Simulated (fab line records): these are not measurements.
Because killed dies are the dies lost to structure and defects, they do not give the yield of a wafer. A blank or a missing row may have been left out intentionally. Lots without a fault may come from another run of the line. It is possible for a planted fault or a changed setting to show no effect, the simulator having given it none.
2 desks looking at one fault || flow n5-finfet || each desk has only its own numbers; what lay behind them comes last

== THE METROLOGY DESK ==
What the gauges read for every lot (on any tool): the sampled wafers with a number, averaged. Any lot whose mean is over 4 standard deviations away from the usual mean is out of limits and marked OUT; that distance is given in the brackets. Readings shown: 7 out of 27 (the first out of limits, and those lying furthest out on some lot).
Columns: A = trench-depth-nm at N5_BEOL_M7_OCD_MEAS_38, usual 91.0 nm; B = M7_THK at N5_BEOL_M7_THK_MEAS_53, usual 77.1 nm; C = M7_RS at N5_BEOL_M7_RS_MEAS_57, usual 0.299 ohm/sq; D = COMB_M13 at N5_BEOL_M15_RC_MEAS_101, usual 4.9e-12 S/m; E = COMB_M6 at N5_BEOL_M15_RC_MEAS_101, usual 2.6e-11 S/m; F = SERP_M7 at N5_BEOL_M15_RC_MEAS_101, usual 14.2 ohm/um; G = SERP_M7_max_site at N5_BEOL_M15_RC_MEAS_101, usual 14.8 ohm/um
{"lot": "L173", "first seen here": "day 9 11:07", "A": 90.8, "B": 77.6, "C": 0.296, "D": 3.9e-12, "E": 4.0e-11, "F": 14.2, "G": 14.8}
{"lot": "L176", "first seen here": "day 10 04:59", "A": 91.3, "B": 78.6, "C": 0.295, "D": 3.9e-12, "E": 2.2e-11, "F": 14.0, "G": 14.6}
{"lot": "L181", "first seen here": "day 11 06:14", "A": "82.6 (-4.7) OUT", "B": "66.8 (-4.7) OUT", "C": "0.365 (+6.6) OUT", "D": 5.5e-12, "E": 3.2e-11, "F": "17.8 (+5.5) OUT", "G": "18.2 (+5.0) OUT"}
{"lot": "L182", "first seen here": "day 11 12:41", "A": 86.2, "B": 72.1, "C": 0.332, "D": 4.0e-12, "E": 2.8e-11, "F": 15.9, "G": 16.5}
{"lot": "L187", "first seen here": "day 12 16:30", "A": 86.5, "B": 72.0, "C": 0.328, "D": 4.9e-12, "E": 2.5e-11, "F": 15.9, "G": 16.4}
{"lot": "L192", "first seen here": "day 13 20:13", "A": 91.8, "B": 77.0, "C": 0.296, "D": 5.4e-12, "E": 3.2e-11, "F": 14.3, "G": 14.9}
{"lot": "L193", "first seen here": "day 14 20:14", "A": 92.7, "B": 80.4, "C": 0.284, "D": 4.5e-12, "E": 3.2e-11, "F": 12.9, "G": 13.5}
{"lot": "L194", "first seen here": "day 15 01:37", "A": 91.2, "B": 78.8, "C": 0.296, "D": 7.4e-12, "E": 2.9e-11, "F": 13.9, "G": 14.5}
This desk's verdict: out of limits on L181, starting with L181 at day 11 08:20 (trench-depth-nm at N5_BEOL_M7_OCD_MEAS_38). Within limits: L173, L176, L182, L187, L192, L193, L194.

== FOR THE TOOL OWNER'S DESK: rie-diel-02 ==
The tool's own readings at N5_BEOL_M7_TRENCH_ETCH_37 (etches SiCOH lowk in C4F6/O2, target depth 93.478 nm, time 31.2 s): means of the sampled wafers that have a number, for each lot that ran on this tool. Any lot whose mean is over 4 standard deviations away from the usual mean is out of limits and marked OUT; that distance is given in the brackets.
Columns: A = drypump-motor-current-A at N5_BEOL_M7_TRENCH_ETCH_37, usual 5.8 A; B = oes-product-au at N5_BEOL_M7_TRENCH_ETCH_37, usual 0.77 a.u.; C = rf-vpp-V at N5_BEOL_M7_TRENCH_ETCH_37, usual 669 V; D = showerhead-plenum-p-Torr at N5_BEOL_M7_TRENCH_ETCH_37, usual 2.86 Torr; E = throttle-valve-pct at N5_BEOL_M7_TRENCH_ETCH_37, usual 20.87 %
{"lot": "L173", "first seen here": "day 9 12:37", "A": 5.3, "B": 0.81, "C": 663, "D": 2.93, "E": 20.85}
{"lot": "L176", "first seen here": "day 10 06:30", "A": 5.9, "B": 0.75, "C": 678, "D": 2.88, "E": 20.82}
{"lot": "L181", "first seen here": "day 11 08:10", "A": 5.8, "B": 0.80, "C": 694, "D": 3.01, "E": 20.49}
{"lot": "L182", "first seen here": "day 11 15:09", "A": 6.1, "B": 0.66, "C": 665, "D": 2.78, "E": 21.09}
{"lot": "L187", "first seen here": "day 12 20:32", "A": 6.1, "B": 0.66, "C": 665, "D": 2.77, "E": 21.10}
Finding of this desk: none of the 5 lots has anything out of limits.

== ALL TOGETHER ==
L181 would have let the metrology desk raise an alarm at day 11 08:20.
The tool owner's desk saw nothing out of limits.
Tool owner's desk: L181 on record, inside its limits.
All the named lots went through N5_BEOL_M7_TRENCH_ETCH_37 on rie-diel-02.

== WHAT HAD BEEN PUT IN BY THE SIMULATOR ==
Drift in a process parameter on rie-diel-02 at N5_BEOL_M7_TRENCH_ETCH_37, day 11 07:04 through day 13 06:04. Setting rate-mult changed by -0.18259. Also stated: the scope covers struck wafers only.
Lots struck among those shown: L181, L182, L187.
Per desk, hours elapsed from the start of the fault to the first reading out of limits: for the metrology desk, 1.
